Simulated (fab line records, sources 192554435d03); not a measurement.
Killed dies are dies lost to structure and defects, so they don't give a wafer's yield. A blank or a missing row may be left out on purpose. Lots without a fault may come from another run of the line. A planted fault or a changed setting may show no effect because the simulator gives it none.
Chamber matching | flow n5_finfet | N5_WELL_APT_DESCUM_30 on rie_diel-03: 4 sister chambers
The step chemistry O2, time 7.9 s. 14 wafers are shown with their chamber, then 6 later ones without.

WAFERS WITH THEIR CHAMBER
wafer  | chamber | drypump_motor_current_A (A) | showerhead_plenum_p_Torr (Torr) | throttle_valve_pct (%)
L076.2 | 0       | 5.2                         | 1.97                            | 20.29
L076.3 | 2       | 4.7                         | 2.08                            | 20.43
L076.4 | 3       | 6.4                         | 2.02                            | 20.57
L084.3 | 1       | 5.4                         | 2.07                            | 20.39
L084.4 | 0       | 5.2                         | 1.96                            | 20.31
L084.6 | 1       | 5.4                         | 2.07                            | 20.37
L085.1 | 0       | 5.2                         | 1.96                            | 20.34
L085.3 | 3       | 6.4                         | 2.02                            | 20.58
L085.5 | 1       | 5.4                         | 2.07                            | 20.39
L087.1 | 3       | 6.5                         | 2.02                            | 20.59
L087.5 | 1       | 5.4                         | 2.06                            | 20.42
L087.6 | 3       | 6.5                         | 2.02                            | 20.59
L088.1 | 3       | 6.4                         | 2.01                            | 20.60
L088.2 | 2       | 4.7                         | 2.07                            | 20.43

SIGNATURES (means of the wafers above)
reading                  | chamber 0 | chamber 1 | chamber 2 | chamber 3 | scatter within a chamber
drypump_motor_current_A  | 5.200     | 5.400     | 4.700     | 6.440     | 0.0346
showerhead_plenum_p_Torr | 1.9633    | 2.0675    | 2.0750    | 2.0180    | 0.00521
throttle_valve_pct       | 20.3133   | 20.3925   | 20.4300   | 20.5860   | 0.0175
Rule: a wafer's distance from a chamber is the root of the sum, over the readings, of the square of ((its reading less the chamber's mean) divided by the reading's scatter). The wafer belongs to the nearest chamber; if the next one is less than 2 further off, it can't be placed. The scatter: the root of (the sum of the squares of (reading less its chamber's mean) over the shown wafers, divided by (wafers less chambers)).

WAFERS WITHOUT THEIR CHAMBER
wafer  | drypump_motor_current_A (A) | showerhead_plenum_p_Torr (Torr) | throttle_valve_pct (%)
L088.5 | 5.2                         | 1.96                            | 20.34
L095.1 | 6.4                         | 2.01                            | 20.63
L095.5 | 6.4                         | 2.01                            | 20.63
L095.6 | 4.7                         | 2.07                            | 20.47
L097.3 | 6.5                         | 2.01                            | 20.63
L097.6 | 4.7                         | 2.06                            | 20.47

WHICH CHAMBER EACH WENT THROUGH
wafer  | from the rows above | in truth
L088.5 | 0                   | 0
L095.1 | 3                   | 3
L095.5 | 3                   | 3
L095.6 | 2                   | 2
L097.3 | 3                   | 3
L097.6 | 2                   | 2
Placed correctly: 6 of 6. Can't be placed from these rows: 0. Placed wrongly: 0.
